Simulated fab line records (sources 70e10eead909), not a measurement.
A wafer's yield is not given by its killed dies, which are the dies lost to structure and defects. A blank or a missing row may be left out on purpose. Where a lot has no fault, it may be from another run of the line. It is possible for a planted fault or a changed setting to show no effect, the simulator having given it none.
Which of the tools did it?	flow nand-harc	23 lots, 69 wafers sampled, at 6 steps of a route of 1159

== WHAT EACH GAUGE READ, for each wafer ==
The record lacks any reading of a measuring or inspecting step that a usual standard deviation could be used to judge.

== EACH LOT AND THE TOOL THAT RAN IT (in order: tool; ch and the chambers of the sampled wafers; start) ==
lot	NHARC_A_STAIRCASE_STRIP_475	NHARC_A_SLIT_ETCH_26	NHARC_A_WL_FILL_RTA_01	NHARC_A_WL_FILL_STRIP_27	NHARC_A_WL_FILL_ALD_10	NHARC_A_WL_FILL_ETCHBACK_16
L075	rie-diel-02 ch 1,2,3, day 14 03:55 or earlier	har-etch-02 ch 0,1, day 14 03:55	rtp-anneal-02 ch 0, day 14 14:53	plasma-asher-01 ch 0,1, day 14 19:19	ald-hk-03 ch 0,1,2, day 15 01:00	rie-diel-08 ch 0,1,2, no start
L074	rie-diel-03 ch 0,3, day 14 05:32 or earlier	har-etch-02 ch 0,1, day 14 05:32	rtp-anneal-02 ch 0, day 14 15:02	plasma-asher-02 ch 0,1, day 14 19:22	ald-hk-02 ch 0,1, day 15 01:40	rie-diel-01 ch 1,2, no start
L077	rie-diel-02 ch 1,3, day 14 23:07 or earlier	har-etch-01 ch 0,1, day 14 23:07	rtp-anneal-02 ch 0, day 15 08:08	plasma-asher-01 ch 0,1, day 15 12:28	ald-hk-03 ch 0,2,3, day 15 18:41	rie-diel-01 ch 1,2,3, no start
L076	rie-diel-03 ch 0,2, day 14 22:57 or earlier	har-etch-02 ch 0,1, day 14 22:57	rtp-anneal-01 ch 0, day 15 08:09	plasma-asher-02 ch 0,1, day 15 12:28	ald-hk-01 ch 0,3, day 15 17:41	rie-diel-08 ch 1,2,3, no start
L078	rie-diel-09 ch 1,2,3, day 15 15:22 or earlier	har-etch-02 ch 0,1, day 15 15:22	rtp-anneal-01 ch 0, day 16 02:06	plasma-asher-01 ch 0,1, day 16 06:35	ald-hk-02 ch 0,3, day 16 13:20	rie-diel-13 ch 1,2, no start
L080	rie-diel-09 ch 2,3, day 15 12:07 or earlier	har-etch-01 ch 0,1, day 15 12:07	rtp-anneal-02 ch 0, day 15 21:33	plasma-asher-01 ch 0,1, day 16 04:32	ald-hk-03 ch 0,1,3, day 16 11:53	rie-diel-13 ch 0,3, no start
L081	rie-diel-03 ch 0,2,3, day 15 13:41 or earlier	har-etch-02 ch 0,1, day 15 13:41	rtp-anneal-01 ch 0, day 15 21:18	plasma-asher-01 ch 0,1, day 16 01:39	ald-hk-02 ch 0,1,3, day 16 10:18	rie-diel-01 ch 0,1,2, no start
L079	rie-diel-09 ch 0,1,3, day 15 14:06 or earlier	har-etch-01 ch 0,1, day 15 14:06	rtp-anneal-01 ch 0, day 15 21:33	plasma-asher-01 ch 0,1, day 16 01:55	ald-hk-01 ch 0,1,3, day 16 11:20	rie-diel-13 ch 1,2, no start
L083	rie-diel-03 ch 0,1,2, day 16 09:55 or earlier	har-etch-01 ch 0, day 16 09:55	rtp-anneal-01 ch 0, day 16 20:06	plasma-asher-01 ch 0,1, day 17 00:50	ald-hk-02 ch 1,3, day 17 06:07	rie-diel-08 ch 0,2,3, no start
L084	rie-diel-02 ch 0,2,3, day 16 21:04 or earlier	har-etch-02 ch 0,1, day 16 21:04	rtp-anneal-02 ch 0, day 17 06:17	plasma-asher-02 ch 0,1, day 17 18:04	ald-hk-02 ch 0,1,3, day 18 00:08	rie-diel-08 ch 0,1,3, no start
L082	rie-diel-02 ch 0,2,3, day 16 21:12 or earlier	har-etch-01 ch 0,1, day 16 21:12	rtp-anneal-01 ch 0, day 17 06:13	plasma-asher-02 ch 0,1, day 17 17:55	ald-hk-03 ch 0,1, day 18 00:26	rie-diel-01 ch 0,1,3, no start
L085	rie-diel-02 ch 0,1,2, day 17 14:52 or earlier	har-etch-01 ch 0,1, day 17 14:52	rtp-anneal-02 ch 0, day 18 02:29	plasma-asher-02 ch 0,1, day 18 06:52	ald-hk-03 ch 2,3, day 18 12:47	rie-diel-08 ch 0,2,3, no start
L086	rie-diel-09 ch 0,2,3, day 17 01:02	har-etch-01 ch 0,1, day 17 16:32	rtp-anneal-02 ch 0, day 18 02:38	plasma-asher-02 ch 0,1, day 18 06:59	ald-hk-01 ch 0,2,3, day 18 12:05	rie-diel-13 ch 0,1,2, no start
L088	rie-diel-09 ch 0,3, day 17 01:56	har-etch-01 ch 0,1, day 17 18:14	rtp-anneal-01 ch 0, day 18 03:22	plasma-asher-01 ch 0,1, day 18 09:41	ald-hk-02 ch 0,3, day 18 12:05	rie-diel-01 ch 1,2, no start
L087	rie-diel-09 ch 2,3, day 17 03:00	har-etch-02 ch 0,1, day 17 18:19	rtp-anneal-01 ch 0, day 18 03:32	plasma-asher-02 ch 0,1, day 18 09:50	ald-hk-01 ch 0,2,3, day 18 15:19	rie-diel-08 ch 1,2,3, no start
L090	rie-diel-03 ch 0,1,2, day 18 11:04 or earlier	har-etch-01 ch 0,1, day 18 11:04	rtp-anneal-01 ch 0, day 18 19:18	plasma-asher-02 ch 0,1, day 18 23:41	ald-hk-03 ch 2,3, day 19 04:36	rie-diel-13 ch 0,1, no start
L089	rie-diel-09 ch 1,3, day 17 19:47	har-etch-02 ch 0,1, day 18 09:55	rtp-anneal-01 ch 0, day 18 19:05	plasma-asher-02 ch 0,1, day 18 23:22	ald-hk-02 ch 0,1,3, day 19 05:38	rie-diel-08 ch 0,2,3, no start
L092	rie-diel-03 ch 0,1,2, day 18 22:12 or earlier	har-etch-01 ch 0,1, day 18 22:12	rtp-anneal-02 ch 0, day 19 08:57	plasma-asher-02 ch 1, day 19 15:48	ald-hk-02 ch 1,3, day 19 18:14	rie-diel-01 ch 0,2, no start
L093	rie-diel-09 ch 0,1,3, day 18 23:55 or earlier	har-etch-01 ch 0,1, day 18 23:55	rtp-anneal-02 ch 0, day 19 08:40	plasma-asher-01 ch 0,1, day 19 12:59	ald-hk-03 ch 0,3, day 19 18:14	rie-diel-08 ch 0,2, no start
L094	rie-diel-02 ch 0,1,3, day 19 17:02 or earlier	har-etch-02 ch 0,1, day 19 17:02	rtp-anneal-02 ch 0, day 20 02:08	plasma-asher-01 ch 0,1, day 20 06:37	ald-hk-01 ch 1,2,3, day 20 11:50	rie-diel-01 ch 0,2,3, no start
L096	rie-diel-03 ch 0,1, day 20 03:11 or earlier	har-etch-01 ch 0,1, day 20 03:11	rtp-anneal-02 ch 0, day 20 12:58	plasma-asher-02 ch 0,1, day 20 17:22	ald-hk-01 ch 0,1, day 20 23:17	rie-diel-01 ch 1,2,3, no start
L095	rie-diel-09 ch 1,3, day 20 04:39 or earlier	har-etch-02 ch 0,1, day 20 04:39	rtp-anneal-02 ch 0, day 20 13:10	plasma-asher-01 ch 1, day 20 18:01	ald-hk-02 ch 0,2,3, day 21 01:13	rie-diel-01 ch 2,3, no start
L097	rie-diel-03 ch 1,3, day 20 15:11 or earlier	har-etch-02 ch 0,1, day 20 15:11	rtp-anneal-01 ch 0, day 21 02:52	plasma-asher-01 ch 0,1, day 21 10:43	ald-hk-02 ch 0,2,3, day 21 16:58	rie-diel-13 ch 1,3, no start
- NHARC_A_STAIRCASE_STRIP_475: strips in O2, time 20 s.
- NHARC_A_SLIT_ETCH_26: etches the open film in C4F8/O2/Ar, time 90 s, target depth 400 nm.
- NHARC_A_WL_FILL_RTA_01: time 5 s.
- NHARC_A_WL_FILL_STRIP_27: strips in N2/H2, time 20 s.
- NHARC_A_WL_FILL_ALD_10: deposits SiO2, target thk 50 nm, pulse time 10 s, ald cycles 500.
- NHARC_A_WL_FILL_ETCHBACK_16: etches the open film in C4F8/O2/Ar, target depth 88 nm, time 17.6 s.

== WHAT THE TOOLS THEMSELVES READ (means of the sampled wafers that have a number; where no wafer has one, the mark that the record gives instead) ==
NHARC_A_STAIRCASE_STRIP_475. Usual: chamber-pressure-mTorr 60.01 mTorr (standard deviation 0.051); drypump-motor-current-A 5.7 A (standard deviation 0.32); mfc-ar-sccm 0.013 sccm (standard deviation 0.017); oes-product-au 1.001 a.u. (standard deviation 0.011); rf-vpp-V 57.8 V (standard deviation 0.96); showerhead-plenum-p-Torr 3.54 Torr (standard deviation 0.18); throttle-valve-pct 17.036 % (standard deviation 0.0095).
lot	tool	chamber-pressure-mTorr (mTorr)	drypump-motor-current-A (A)	mfc-ar-sccm (sccm)	oes-product-au (a.u.)	rf-vpp-V (V)	showerhead-plenum-p-Torr (Torr)	throttle-valve-pct (%)	flag
L075	rie-diel-02	60.04	5.7	0.000	0.988	57.9	3.56	17.032	
L074	rie-diel-03	60.06	5.9	0.014	1.002	56.9	3.35	17.037	
L077	rie-diel-02	59.99	5.6	0.001	0.984	58.1	3.48	17.032	
L076	rie-diel-03	60.03	5.3	0.014	1.013	58.2	3.66	17.032	
L078	rie-diel-09	59.99	5.7	0.025	0.997	58.3	3.66	17.035	
L080	rie-diel-09	59.99	6.0	0.011	1.000	58.0	3.69	17.037	
L081	rie-diel-03	59.98	5.6	0.014	1.010	57.2	3.50	17.039	
L079	rie-diel-09	60.03	5.7	0.013	1.012	57.5	3.59	17.036	
L083	rie-diel-03	60.01	5.4	0.021	1.005	58.4	3.48	17.036	
L084	rie-diel-02	60.01	5.8	0.011	1.001	57.5	3.54	17.034	
L082	rie-diel-02	59.99	5.8	0.011	0.998	57.4	3.54	17.038	
L085	rie-diel-02	59.96	5.8	0.011	0.993	58.3	3.61	17.044	
L086	rie-diel-09	60.02	5.8	0.011	1.011	58.2	3.54	17.037	
L088	rie-diel-09	60.01	6.0	0.000	1.010	58.9	3.61	17.042	
L087	rie-diel-09	60.03	6.0	0.011	1.007	58.3	3.67	17.036	
L090	rie-diel-03	60.04	5.4	0.021	1.010	57.6	3.65	17.039	
L089	rie-diel-09	59.98	5.9	0.013	0.998	58.4	3.71	17.034	
L092	rie-diel-03	59.95	5.5	0.021	0.998	57.9	3.65	17.022	
L093	rie-diel-09	59.99	5.7	0.013	1.005	57.8	3.58	17.021	
L094	rie-diel-02	60.01	5.6	0.011	0.994	57.5	3.45	17.042	
L096	rie-diel-03	60.04	5.6	0.028	1.003	56.9	3.66	17.040	
L095	rie-diel-09	60.00	5.9	0.013	1.007	58.8	3.71	17.039	
L097	rie-diel-03	60.03	6.0	0.007	0.995	57.7	3.46	17.034	

NHARC_A_SLIT_ETCH_26. Usual: chamber-pressure-mTorr 24.999 mTorr, standard deviation 0.022; drypump-motor-current-A 5.7 A, standard deviation 0.39; mfc-ar-sccm 375.2 sccm, standard deviation 1.3; showerhead-plenum-p-Torr 3.71 Torr, standard deviation 0.098; throttle-valve-pct 27.618 %, standard deviation 0.0086.
lot	tool	chamber-pressure-mTorr (mTorr)	drypump-motor-current-A (A)	mfc-ar-sccm (sccm)	showerhead-plenum-p-Torr (Torr)	throttle-valve-pct (%)	flag
L075	har-etch-02	25.012	5.7	376.4	3.76	27.621	
L074	har-etch-02	24.984	5.4	376.6	3.74	27.615	
L077	har-etch-01	24.993	5.9	375.1	3.74	27.624	
L076	har-etch-02	25.009	5.8	375.5	3.76	27.619	
L078	har-etch-02	24.992	5.7	376.1	3.75	27.612	
L080	har-etch-01	24.990	6.0	374.8	3.74	27.617	
L081	har-etch-02	24.983	5.4	374.6	3.73	27.627	
L079	har-etch-01	25.001	5.9	375.6	3.74	27.624	
L083	har-etch-01	24.989	5.7	374.4	3.57	27.621	
L084	har-etch-02	24.990	5.4	374.6	3.72	27.619	
L082	har-etch-01	25.007	5.8	377.0	3.65	27.624	
L085	har-etch-01	24.989	5.9	374.4	3.73	27.628	
L086	har-etch-01	25.019	5.9	375.3	3.65	27.619	
L088	har-etch-01	25.014	5.9	374.2	3.73	27.616	
L087	har-etch-02	25.014	5.4	374.1	3.71	27.613	
L090	har-etch-01	25.003	5.9	374.7	3.72	27.617	
L089	har-etch-02	25.013	5.4	374.9	3.71	27.625	
L092	har-etch-01	24.999	5.9	374.7	3.72	27.612	
L093	har-etch-01	25.011	5.9	376.1	3.72	27.617	
L094	har-etch-02	25.014	5.8	374.0	3.73	27.624	
L096	har-etch-01	25.002	5.9	374.3	3.72	27.617	
L095	har-etch-02	24.989	5.4	374.6	3.70	27.623	
L097	har-etch-02	24.975	5.4	374.8	3.69	27.617	

NHARC_A_WL_FILL_RTA_01. Usual: lamp-power-pct 27.2 %, standard deviation 2.6; lamp_zone_6_pct 27.1 %, standard deviation 2.6; wafer_temp_C_max 1005.5, standard deviation 1.9.
lot	tool	lamp-power-pct (%)	lamp_zone_6_pct (%)	wafer_temp_C_max	flag
L075	rtp-anneal-02	24.6	24.5	1003.2	
L074	rtp-anneal-02	24.6	24.6	1004.1	
L077	rtp-anneal-02	24.5	24.5	1004.1	
L076	rtp-anneal-01	29.7	29.6	1007.7	
L078	rtp-anneal-01	29.7	29.7	1007.0	
L080	rtp-anneal-02	24.6	24.6	1003.9	
L081	rtp-anneal-01	29.8	29.7	1008.4	
L079	rtp-anneal-01	29.8	29.7	1007.2	
L083	rtp-anneal-01	29.7	29.7	1007.2	
L084	rtp-anneal-02	24.6	24.6	1003.8	
L082	rtp-anneal-01	29.7	29.7	1005.5	
L085	rtp-anneal-02	24.6	24.5	1005.3	
L086	rtp-anneal-02	24.6	24.6	1004.1	
L088	rtp-anneal-01	29.8	29.7	1006.8	
L087	rtp-anneal-01	29.7	29.7	1007.4	
L090	rtp-anneal-01	29.7	29.7	1006.2	
L089	rtp-anneal-01	29.7	29.7	1006.6	
L092	rtp-anneal-02	24.6	24.6	1004.8	
L093	rtp-anneal-02	24.6	24.6	1003.4	
L094	rtp-anneal-02	24.6	24.6	1003.2	
L096	rtp-anneal-02	24.6	24.5	1004.0	
L095	rtp-anneal-02	24.6	24.5	1003.1	
L097	rtp-anneal-01	29.7	29.7	1008.6	

NHARC_A_WL_FILL_STRIP_27. Usual: drypump-motor-current-A 6.0 A, standard deviation 0.51; heater-power-w 336 W, standard deviation 37; temp-c 249.99 C, standard deviation 0.19.
lot	tool	drypump-motor-current-A (A)	heater-power-w (W)	temp-c (C)	flag
L075	plasma-asher-01	6.4	342	250.03	
L074	plasma-asher-02	5.5	301	250.07	
L077	plasma-asher-01	6.4	352	249.80	
L076	plasma-asher-02	5.5	301	249.98	
L078	plasma-asher-01	6.4	332	250.07	
L080	plasma-asher-01	6.4	354	249.98	
L081	plasma-asher-01	6.4	338	249.90	
L079	plasma-asher-01	6.4	354	249.97	
L083	plasma-asher-01	6.4	339	249.96	
L084	plasma-asher-02	5.7	334	249.92	
L082	plasma-asher-02	5.5	311	250.00	
L085	plasma-asher-02	5.7	341	249.97	
L086	plasma-asher-02	5.7	339	250.09	
L088	plasma-asher-01	6.4	340	249.96	
L087	plasma-asher-02	5.7	337	249.99	
L090	plasma-asher-02	5.7	340	249.93	
L089	plasma-asher-02	5.7	339	250.16	
L092	plasma-asher-02	5.9	372	249.77	
L093	plasma-asher-01	6.4	357	249.98	
L094	plasma-asher-01	6.4	351	249.92	
L096	plasma-asher-02	5.4	313	250.19	
L095	plasma-asher-01	6.3	348	250.15	
L097	plasma-asher-01	6.4	361	249.95	

NHARC_A_WL_FILL_ALD_10. Usual: heater-power-w 476 W, standard deviation 38; precursor-pulse-height-rel 0.997, standard deviation 0.02.
lot	tool	heater-power-w (W)	precursor-pulse-height-rel	flag
L075	ald-hk-03	495	1.005	
L074	ald-hk-02	446	0.967	
L077	ald-hk-03	509	1.011	
L076	ald-hk-01	462	0.995	
L078	ald-hk-02	485	0.978	
L080	ald-hk-03	492	0.991	
L081	ald-hk-02	468	1.002	
L079	ald-hk-01	444	0.986	
L083	ald-hk-02	462	0.980	
L084	ald-hk-02	461	1.007	
L082	ald-hk-03	482	1.002	
L085	ald-hk-03	528	0.984	
L086	ald-hk-01	473	0.993	
L088	ald-hk-02	484	0.987	
L087	ald-hk-01	473	0.979	
L090	ald-hk-03	540	1.006	
L089	ald-hk-02	475	1.003	
L092	ald-hk-02	465	1.020	
L093	ald-hk-03	514	1.002	
L094	ald-hk-01	457	0.986	
L096	ald-hk-01	430	0.986	
L095	ald-hk-02	474	1.004	
L097	ald-hk-02	469	0.992	

NHARC_A_WL_FILL_ETCHBACK_16. Usual: chamber-pressure-mTorr 24.996 mTorr, standard deviation 0.022; oes-product-au 0.98 a.u., standard deviation 0.033; rf-vpp-V 724 V, standard deviation 4.
lot	tool	chamber-pressure-mTorr (mTorr)	oes-product-au (a.u.)	rf-vpp-V (V)	flag
L075	rie-diel-08	25.006	1.00	724	
L074	rie-diel-01	25.005	1.00	726	
L077	rie-diel-01	25.009	0.99	725	
L076	rie-diel-08	24.995	1.00	724	
L078	rie-diel-13	25.001	1.00	726	
L080	rie-diel-13	25.010	1.02	726	
L081	rie-diel-01	25.006	0.92	725	
L079	rie-diel-13	24.987	0.99	726	
L083	rie-diel-08	25.010	1.01	723	
L084	rie-diel-08	25.005	1.00	720	
L082	rie-diel-01	24.973	0.99	723	
L085	rie-diel-08	25.001	1.00	723	
L086	rie-diel-13	24.975	1.01	724	
L088	rie-diel-01	24.979	0.96	726	
L087	rie-diel-08	25.017	1.00	723	
L090	rie-diel-13	25.002	0.93	725	
L089	rie-diel-08	24.997	0.99	723	
L092	rie-diel-01	25.013	0.92	724	
L093	rie-diel-08	25.006	1.00	725	
L094	rie-diel-01	24.998	0.92	725	
L096	rie-diel-01	24.988	0.92	725	
L095	rie-diel-01	24.978	1.00	725	
L097	rie-diel-13	24.980	1.00	729	

== THE ANSWER, worked out from the rows above alone ==
Rule: a lot counts as off when the mean over its wafers that have a number is more than 3 standard deviations away from the usual mean. Also off: a lot with no number at a reading for which 4 or more lots have one. All remaining lots with rows at the step are treated as sound. After the gauges, taken in route order, come the tools' own readings; for these a lot's mean is taken, as printed above. At the first step where some lot is off, the reading lying furthest off is the one used; lots without a number count as furthest.
No lot is off at any reading shown: from this, nothing can be told.

== WHAT HAD BEEN PUT IN BY THE SIMULATOR ==
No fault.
